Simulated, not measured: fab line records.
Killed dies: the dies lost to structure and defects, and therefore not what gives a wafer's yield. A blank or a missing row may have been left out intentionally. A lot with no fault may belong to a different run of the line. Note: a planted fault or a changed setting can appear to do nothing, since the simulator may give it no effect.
Matching of chambers -- flow n5_finfet -- N5_BEOL_M0_SAQP_SPACER2_ALD_26 on ald_sin-01: 4 sister chambers
The step deposits SiO2, target thk 15 nm, pulse time 1 s, purge time 2 s. 18 wafers are shown with their chamber, then 9 later ones without.

WAFERS WITH THEIR CHAMBER
wafer,chamber,heater_power_w (W),chamber_pressure_Torr (Torr),precursor_pulse_height_rel
L075.1,0,464,1.997,1.004
L075.4,2,524,2.001,0.992
L075.5,3,534,2.004,0.966
L079.1,1,443,2.005,1.024
L079.4,3,537,2.002,0.990
L079.6,0,459,2.002,0.989
L081.3,3,541,2.001,0.992
L081.5,1,439,2.001,1.017
L081.6,2,518,1.997,1.002
L082.1,1,429,1.999,0.959
L082.4,0,465,1.994,1.041
L082.6,3,528,2.005,0.967
L084.1,3,550,2.002,0.996
L084.2,2,508,2.000,0.972
L084.6,3,541,2.003,1.000
L085.3,0,449,1.992,1.030
L085.5,2,522,1.995,0.968
L085.6,3,537,2.006,0.996

SIGNATURES (averages over the wafers above)
reading,chamber 0,chamber 1,chamber 2,chamber 3,scatter within a chamber
heater_power_w,459.25,437.00,518.00,538.29,7.05
chamber_pressure_Torr,1.99625,2.00167,1.99825,2.00329,0.0029
precursor_pulse_height_rel,1.01600,1.00000,0.98350,0.98671,0.0211
Rule: distance of a wafer from a chamber = root of the sum over the readings of ((wafer's reading minus chamber's mean) / reading's scatter) squared. If the next closest chamber is less than 2 further off than the closest, the wafer can't be placed; otherwise it belongs to the closest. The scatter is the square root of a quotient: the sum, over the shown wafers, of each reading's squared deviation from its chamber's mean, divided by wafers minus chambers.

WAFERS MISSING THEIR CHAMBER
wafer,heater_power_w (W),chamber_pressure_Torr (Torr),precursor_pulse_height_rel
L089.1,513,1.998,1.009
L089.4,538,1.998,0.984
L089.6,436,1.998,0.984
L091.1,504,2.005,1.024
L091.2,442,2.007,0.989
L091.3,469,2.003,1.011
L092.2,445,2.001,0.988
L092.4,534,1.999,0.979
L092.5,537,1.993,0.991

EACH ONE'S CHAMBER
wafer,from the rows above,in truth
L089.1,2,2
L089.4,can't be placed: 3 or 2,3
L089.6,1,1
L091.1,can't be placed: 2 or 3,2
L091.2,1,1
L091.3,can't be placed: 0 or 1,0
L092.2,can't be placed: 1 or 0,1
L092.4,can't be placed: 3 or 2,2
L092.5,can't be placed: 2 or 3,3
Correctly placed: 3 of 9. Cannot be placed on the basis of these rows: 6; the candidates contain the true chamber in 6. Wrongly placed: 0.
